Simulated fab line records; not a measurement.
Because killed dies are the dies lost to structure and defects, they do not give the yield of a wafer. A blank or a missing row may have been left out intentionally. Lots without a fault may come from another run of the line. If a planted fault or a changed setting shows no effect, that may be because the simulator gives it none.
Lot-split experiment -- flow n5-finfet -- 39 wafers read across 7 lots, on a route 1938 steps long

== THE SPLIT ITSELF ==
At N5_BEOL_M0_SAQP_DESCUM_45 (chemistry O2, time 7 s), the setting time-s was moved away from the recipe's 7 s on 15 of the 39 wafers read, by -22.4% to +55.7%. This setting was run at the recipe's value on the other wafers.

The reading comes from the split's own step.

== THE READING ==
CAR-EUV_of_BEOL_M0_SAQP_COAT_34.thk-nm (the simulator's own value, which no gauge read), in nm, at N5_BEOL_M0_SAQP_DESCUM_45 (chemistry O2, time 7 s). No usual value for it is given in the file. Across the 24 wafers here that went through the recipe, the average is 26.0 nm and the standard deviation 0.15 nm.

wafer,"tool, chamber at the split","time-s as run, s",against the recipe,"CAR-EUV_of_BEOL_M0_SAQP_COAT_34.thk-nm, nm",against lot-mates on the recipe
L077.1,"rie-diel-06, 2",7,recipe,26.2,-
L077.2,"rie-diel-06, 3,1",7,recipe,26,-
L077.3,"rie-diel-06, 3,1",7,recipe,26,-
L077.4,"rie-diel-06, 0,1",8.121,+16.0%,25.6,-0.5
L077.5,"rie-diel-06, 0,1",8.121,+16.0%,25.6,-0.5
L077.6,"rie-diel-06, 0",8.121,+16.0%,25.4,-0.7
L079.1,"rie-diel-02, 1,0",7,recipe,26.2,-
L079.3,"rie-diel-02, 1,0",7,recipe,26.2,-
L079.2,"rie-diel-02, 3,2,1",5.947,-15.0%,26.6,+0.5
L079.4,"rie-diel-02, 3,2,1",5.947,-15.0%,26.6,+0.5
L079.6,"rie-diel-02, 3,2,1",5.947,-15.0%,26.6,+0.5
L079.5,"rie-diel-02, 2",7,recipe,26,-
L081.1,"rie-diel-06, 1,2",7,recipe,25.8,-
L081.3,"rie-diel-06, 1,2",7,recipe,25.8,-
L081.2,"rie-diel-06, 3",7,recipe,26,-
L081.4,"rie-diel-06, 0,1,0",10.9,+55.7%,24,-1.9
L081.5,"rie-diel-06, 0,1,0",10.9,+55.7%,24,-1.9
L081.6,"rie-diel-06, 0,1,0",10.9,+55.7%,24,-1.9
L088.1,"rie-diel-02, 0,3,1,0,1,3",7,recipe,25.8,-
L088.2,"rie-diel-02, 0,3,1,0,1,3",7,recipe,25.8,-
L088.3,"rie-diel-02, 0,3,1,0,1,3",7,recipe,25.8,-
L088.4,"rie-diel-02, 0,3,1,0,1,3",7,recipe,25.8,-
L088.5,"rie-diel-02, 0,3,1,0,1,3",7,recipe,25.8,-
L088.6,"rie-diel-02, 0,3,1,0,1,3",7,recipe,25.8,-
L089.1,"rie-diel-06, 0,1,3",5.435,-22.4%,26.8,+0.7
L089.4,"rie-diel-06, 0,1,3",5.435,-22.4%,26.8,+0.7
L089.6,"rie-diel-06, 0,1,3",5.435,-22.4%,26.8,+0.7
L089.2,"rie-diel-06, 3,2",7,recipe,26.2,-
L089.3,"rie-diel-06, 3,2",7,recipe,26.2,-
L089.5,"rie-diel-06, 2",7,recipe,26,-
L092.1,"rie-diel-02, 0",7,recipe,25.8,-
L092.6,"rie-diel-02, 0",7,recipe,25.8,-
L092.2,"rie-diel-02, 2,1,3",9.221,+31.7%,24.8,-1.1
L092.3,"rie-diel-02, 2,1,3",9.221,+31.7%,24.8,-1.1
L092.5,"rie-diel-02, 2,1,3",9.221,+31.7%,24.8,-1.1
L092.4,"rie-diel-02, 3",7,recipe,26,-
L094.1,"rie-diel-05, 0,3,0",7,recipe,26,-
L094.2,"rie-diel-05, 0,3,0",7,recipe,26,-
L094.5,"rie-diel-05, 0,3,0",7,recipe,26,-
Where a row lists several chambers, the file gives one row for several wafers and doesn't say which wafer went through which chamber.

THE FIT
A straight line over all 39 wafers: CAR-EUV_of_BEOL_M0_SAQP_COAT_34.thk-nm changes by -0.0359 nm for each +1% of time-s; r = -0.98; the points scatter about the line by 0.13 nm.
The same after taking each lot's own level away (the mean of its wafers on the recipe; 39 wafers): -0.0329 nm for each +1%; r = -0.99; scatter 0.069 nm.
That fit puts the effect of the largest move of time-s on the reading at 1.8 nm.
The lots' own levels span 25.80 to 26.13 nm, that is 2.2 times the standard deviation above.
So the lot-to-lot level changes the slope little: the two slopes agree.
Check: -1.84 nm against its lot-mates is what the line predicts for one of the wafers moved furthest among these (+55.7%) when that wafer is left out of the fit. It came out at -1.87 nm against them.

== FURTHER SPLITS ON THESE WAFERS ==
Before the reading, these wafers also passed through other splits. Each is held against what the fit with the lots' levels taken away leaves over:
other split on the same wafers,wafers away from the commonest value,r with CAR-EUV_of_BEOL_M0_SAQP_COAT_34.thk-nm (lot level and that fit taken away)
N5_PMOS_HMC_CHANNEL_EPI_DEVELOP_08 develop-time-s,15,+0.13
N5_HKMG_FIN_ETCH_55 time-s,12,+0.02
N5_HKMG_FIN_ETCH_58 target-depth-a,18,+0.05

== THE FILE'S OWN FIT ==
CAR-EUV_of_BEOL_M0_SAQP_COAT_34.thk-nm changes by -0.033 nm for each +1% of time-s, r = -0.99.
